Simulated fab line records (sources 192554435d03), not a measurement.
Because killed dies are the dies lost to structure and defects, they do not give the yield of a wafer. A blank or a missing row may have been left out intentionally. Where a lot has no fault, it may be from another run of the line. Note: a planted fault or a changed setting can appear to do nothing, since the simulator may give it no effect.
Chamber matching + flow n5_finfet + N5_BEOL_M8_PECVD_70 on pecvd-01: 3 sister chambers
The step deposits SiO2 from TEOS/O2, target thk 20 nm, time 22.7 s. 3 wafers are shown with their chamber, then 8 later ones without.

## EACH WAFER AND ITS CHAMBER
| wafer  | chamber | throttle_valve_pct (%) |
|--------|---------|------------------------|
| L089.2 | 0       | 22.0                   |
| L089.4 | 2       | 20.8                   |
| L093.2 | 1       | 21.4                   |

## WAFERS MISSING THEIR CHAMBER
| wafer  | throttle_valve_pct (%) |
|--------|------------------------|
| L093.4 | 21.1                   |
| L093.6 | 21.2                   |
| L094.2 | 21.2                   |
| L094.3 | 21.3                   |
| L094.5 | 21.2                   |
| L095.1 | 22.3                   |
| L095.4 | 20.8                   |
| L095.6 | 22.1                   |

## EACH ONE'S CHAMBER
| wafer  | from the rows above     | in truth |
|--------|-------------------------|----------|
| L093.4 | can't be placed: 1 or 2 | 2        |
| L093.6 | can't be placed: 1 or 2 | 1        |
| L094.2 | can't be placed: 1 or 2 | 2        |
| L094.3 | 1                       | 1        |
| L094.5 | can't be placed: 1 or 2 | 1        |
| L095.1 | 0                       | 0        |
| L095.4 | 2                       | 2        |
| L095.6 | 0                       | 0        |
Correct placement for 4 of the 8. Can't be placed from these rows: 4 (the true chamber is among the candidates in 4). Placed wrongly: 0.
How it was worked out, from the rows above alone: a wafer's distance from a chamber is the root of the sum, over the readings, of the square of ((its reading less the chamber's mean) divided by the reading's scatter). If the next closest chamber is less than 2 further off than the closest, the wafer can't be placed; otherwise it belongs to the closest. Each chamber's mean is taken over the wafers shown for it. The scatter: with one shown wafer a chamber, the root of the mean of the squares of how far each hidden wafer lies from its nearest shown one.
